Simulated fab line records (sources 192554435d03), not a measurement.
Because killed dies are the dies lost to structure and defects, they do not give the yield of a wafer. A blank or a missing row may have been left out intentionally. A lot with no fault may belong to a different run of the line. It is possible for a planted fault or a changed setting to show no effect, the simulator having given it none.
8D (eight disciplines) problem report, filled in by code + flow n5Finfet + the parts of the form that need people (team, actions taken, sign-off) are left out

== 1. THE ISSUE ==
Across 6 wafers from 2 lots, MIM_BOT_OVL at N5_MIM_BOT_LITHO_OVL_MEAS_11 averages 619 nm, while fault-free wafers read -5 nm with a standard deviation of 4.8. That is +99 or more standard deviations from the usual mean.
Seen first at day 14 20:37 on overlay-01, wafer L576.1. The record has a number at this step for 33 wafers belonging to 11 lots. The rule behind "out" and "out of limits": a value lying over 4 standard deviations away from the usual mean. The rest of the wafers with a number are treated as sound.

== 2. WHAT IT IS, WHAT IT ISN'T ==
| question                    | is                     | is not                                                                                       |
|-----------------------------|------------------------|----------------------------------------------------------------------------------------------|
| which readings at this step | MIM_BOT_OVL            | -                                                                                            |
| which lots                  | L576, L577             | L566, L567, L571, L578, L579, L582, L583, L584, L589                                         |
| which wafers of those lots  | all that have a number | -                                                                                            |
| read on which gauges        | overlay-01             | overlay-02                                                                                   |
| when                        | from day 14 20:37      | up to then (12 sound wafers); but 15 sound wafers of L579, L582, L583, L584, L589 came after |

== 3. WHAT RULES OUT EACH SUSPECT ==
Counting: any tool at a process step up to the reading is kept as a suspect provided that every lot that is out went through it and no sound lot did after the first of them.
- the gauge at N5_MIM_BOT_LITHO_OVL_MEAS_11: kept. All the wafers that are out were read on overlay-01, and no step on other tools shows them out.
- aldHk-03 at N5_MIM_TOP_ALD_02 (deposits Al2O3, purge time 3 s, co reactant pulse time 3 s): ruled out as a lasting fault. The sound lots L583, L589 went through it after L576, its earliest lot that is out (day 14 20:04). With no start given for some of its lots, N5_MIM_TOP_ALD_02 uses the hours and lot order of N5_MIM_TOP_ETCH_PECVD_03.
- krfScanner-02 at N5_MIM_BOT_LITHO_EXPOSE_05 (exposes mask MIM BOT): kept. All lots that are out passed through it, beginning with L576 at day 14 20:24, and no sound lot followed; its final sound lot before that point was L571 at day 13 00:27.
What counting leaves: krfScanner-02 at N5_MIM_BOT_LITHO_EXPOSE_05 and overlay-01 at N5_MIM_BOT_LITHO_OVL_MEAS_11.

== 4. THE CAUSE (what the simulator had put in) ==
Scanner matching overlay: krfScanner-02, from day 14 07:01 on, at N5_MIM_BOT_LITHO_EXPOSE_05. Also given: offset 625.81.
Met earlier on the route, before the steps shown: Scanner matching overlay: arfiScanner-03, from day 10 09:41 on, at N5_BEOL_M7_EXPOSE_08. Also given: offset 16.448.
2 suspects survive the count, and this tool is in that group.

== 5. SEQUENCE OF EFFECTS, ordered by route ==
One row per reading whose mean, taken over the struck wafers that have a number, lies over 3 standard deviations from the usual. Scope: only readings with a usual standard deviation given in the record; hours: median across lots of the time from each lot's start at the first step in this table that gives one to its start at this step; sigmas: change in usual standard deviations.
| hours | step                         | reading     | usual | on struck wafers | change | sigmas      |
|-------|------------------------------|-------------|-------|------------------|--------|-------------|
| 0     | N5_MIM_BOT_LITHO_OVL_MEAS_11 | MIM_BOT_OVL | -5 nm | 619              | +624   | +99 or more |

== 6. WHAT WOULD HAVE CAUGHT IT SOONER ==
The first out-of-limits reading at a measuring or inspecting step in this record came at day 14 20:37, 14 hours after the fault's start at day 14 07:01.
L577, from the lots that are out (2), started N5_MIM_BOT_LITHO_EXPOSE_05 on krfScanner-02 later than day 14 20:37. A hold on the tool at that time would have spared it.
